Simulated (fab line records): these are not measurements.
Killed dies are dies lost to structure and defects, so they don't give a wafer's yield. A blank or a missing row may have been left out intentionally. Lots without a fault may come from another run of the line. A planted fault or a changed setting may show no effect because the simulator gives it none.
Chamber matching || flow n5Finfet || pecvd-01 running N5_BEOL_M3_DEP_57: 3 sister chambers
The step deposits SiCN from 3MS/NH3, target thk 8 nm, time 14 s. 24 wafers are shown with their chamber, then 12 later ones without.

WAFERS, EACH WITH ITS CHAMBER
{"wafer": "L076.1", "chamber": 1, "showerheadPlenumPTorr (Torr)": 3.672, "throttleValvePct (%)": 9.0}
{"wafer": "L076.3", "chamber": 2, "showerheadPlenumPTorr (Torr)": 3.659, "throttleValvePct (%)": 9.6}
{"wafer": "L076.4", "chamber": 1, "showerheadPlenumPTorr (Torr)": 3.665, "throttleValvePct (%)": 9.5}
{"wafer": "L077.1", "chamber": 1, "showerheadPlenumPTorr (Torr)": 3.669, "throttleValvePct (%)": 9.5}
{"wafer": "L077.2", "chamber": 2, "showerheadPlenumPTorr (Torr)": 3.656, "throttleValvePct (%)": 9.6}
{"wafer": "L077.3", "chamber": 0, "showerheadPlenumPTorr (Torr)": 3.653, "throttleValvePct (%)": 8.9}
{"wafer": "L077.4", "chamber": 1, "showerheadPlenumPTorr (Torr)": 3.661, "throttleValvePct (%)": 9.1}
{"wafer": "L077.5", "chamber": 2, "showerheadPlenumPTorr (Torr)": 3.663, "throttleValvePct (%)": 9.3}
{"wafer": "L077.6", "chamber": 0, "showerheadPlenumPTorr (Torr)": 3.647, "throttleValvePct (%)": 9.1}
{"wafer": "L078.1", "chamber": 0, "showerheadPlenumPTorr (Torr)": 3.645, "throttleValvePct (%)": 9.0}
{"wafer": "L078.2", "chamber": 1, "showerheadPlenumPTorr (Torr)": 3.680, "throttleValvePct (%)": 9.4}
{"wafer": "L078.5", "chamber": 2, "showerheadPlenumPTorr (Torr)": 3.660, "throttleValvePct (%)": 9.7}
{"wafer": "L083.3", "chamber": 2, "showerheadPlenumPTorr (Torr)": 3.653, "throttleValvePct (%)": 9.5}
{"wafer": "L083.5", "chamber": 0, "showerheadPlenumPTorr (Torr)": 3.656, "throttleValvePct (%)": 8.9}
{"wafer": "L083.6", "chamber": 2, "showerheadPlenumPTorr (Torr)": 3.666, "throttleValvePct (%)": 9.2}
{"wafer": "L084.2", "chamber": 0, "showerheadPlenumPTorr (Torr)": 3.644, "throttleValvePct (%)": 9.0}
{"wafer": "L084.5", "chamber": 2, "showerheadPlenumPTorr (Torr)": 3.658, "throttleValvePct (%)": 9.4}
{"wafer": "L084.6", "chamber": 0, "showerheadPlenumPTorr (Torr)": 3.651, "throttleValvePct (%)": 9.0}
{"wafer": "L086.1", "chamber": 1, "showerheadPlenumPTorr (Torr)": 3.669, "throttleValvePct (%)": 9.2}
{"wafer": "L086.3", "chamber": 2, "showerheadPlenumPTorr (Torr)": 3.659, "throttleValvePct (%)": 9.7}
{"wafer": "L086.5", "chamber": 0, "showerheadPlenumPTorr (Torr)": 3.654, "throttleValvePct (%)": 9.0}
{"wafer": "L087.2", "chamber": 1, "showerheadPlenumPTorr (Torr)": 3.673, "throttleValvePct (%)": 9.7}
{"wafer": "L087.4", "chamber": 0, "showerheadPlenumPTorr (Torr)": 3.643, "throttleValvePct (%)": 9.4}
{"wafer": "L087.5", "chamber": 1, "showerheadPlenumPTorr (Torr)": 3.669, "throttleValvePct (%)": 9.5}

SIGNATURES (averages over the wafers above)
{"reading": "showerheadPlenumPTorr", "chamber 0": 3.64912, "chamber 1": 3.66975, "chamber 2": 3.65925, "scatter within a chamber": 0.00492}
{"reading": "throttleValvePct", "chamber 0": 9.037, "chamber 1": 9.363, "chamber 2": 9.500, "scatter within a chamber": 0.197}
Rule: a wafer's distance from a chamber is the root of the sum, over the readings, of the square of ((its reading less the chamber's mean) divided by the reading's scatter). The wafer belongs to the nearest chamber; if the next one is less than 2 further off, it can't be placed. The scatter: take each reading less its chamber's mean, square it, sum over the shown wafers, divide by the number of wafers less the number of chambers, and take the root.

WAFERS WITHOUT THEIR CHAMBER
{"wafer": "L089.1", "showerheadPlenumPTorr (Torr)": 3.664, "throttleValvePct (%)": 9.0}
{"wafer": "L089.5", "showerheadPlenumPTorr (Torr)": 3.675, "throttleValvePct (%)": 9.5}
{"wafer": "L089.6", "showerheadPlenumPTorr (Torr)": 3.653, "throttleValvePct (%)": 8.7}
{"wafer": "L091.1", "showerheadPlenumPTorr (Torr)": 3.645, "throttleValvePct (%)": 8.9}
{"wafer": "L091.4", "showerheadPlenumPTorr (Torr)": 3.657, "throttleValvePct (%)": 9.3}
{"wafer": "L091.5", "showerheadPlenumPTorr (Torr)": 3.665, "throttleValvePct (%)": 9.4}
{"wafer": "L093.2", "showerheadPlenumPTorr (Torr)": 3.671, "throttleValvePct (%)": 9.3}
{"wafer": "L093.3", "showerheadPlenumPTorr (Torr)": 3.662, "throttleValvePct (%)": 9.1}
{"wafer": "L093.4", "showerheadPlenumPTorr (Torr)": 3.660, "throttleValvePct (%)": 8.4}
{"wafer": "L092.4", "showerheadPlenumPTorr (Torr)": 3.666, "throttleValvePct (%)": 8.7}
{"wafer": "L092.5", "showerheadPlenumPTorr (Torr)": 3.651, "throttleValvePct (%)": 9.0}
{"wafer": "L092.6", "showerheadPlenumPTorr (Torr)": 3.673, "throttleValvePct (%)": 9.4}

WHICH CHAMBER EACH WENT THROUGH
{"wafer": "L089.1", "from the rows above": "can't be placed: 1 or 2 or 0", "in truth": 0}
{"wafer": "L089.5", "from the rows above": "can't be placed: 1 or 2", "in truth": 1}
{"wafer": "L089.6", "from the rows above": 0, "in truth": 0}
{"wafer": "L091.1", "from the rows above": 0, "in truth": 0}
{"wafer": "L091.4", "from the rows above": "can't be placed: 2 or 0 or 1", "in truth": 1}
{"wafer": "L091.5", "from the rows above": "can't be placed: 1 or 2", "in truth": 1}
{"wafer": "L093.2", "from the rows above": 1, "in truth": 1}
{"wafer": "L093.3", "from the rows above": "can't be placed: 1 or 2 or 0", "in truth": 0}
{"wafer": "L093.4", "from the rows above": "can't be placed: 0 or 1 or 2", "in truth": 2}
{"wafer": "L092.4", "from the rows above": "can't be placed: 1 or 0 or 2", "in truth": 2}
{"wafer": "L092.5", "from the rows above": 0, "in truth": 0}
{"wafer": "L092.6", "from the rows above": 1, "in truth": 1}
Placed correctly: 5 of 12. From these rows, 7 cannot be placed; in 7 the true chamber is one of the candidates. Wrongly placed: 0.
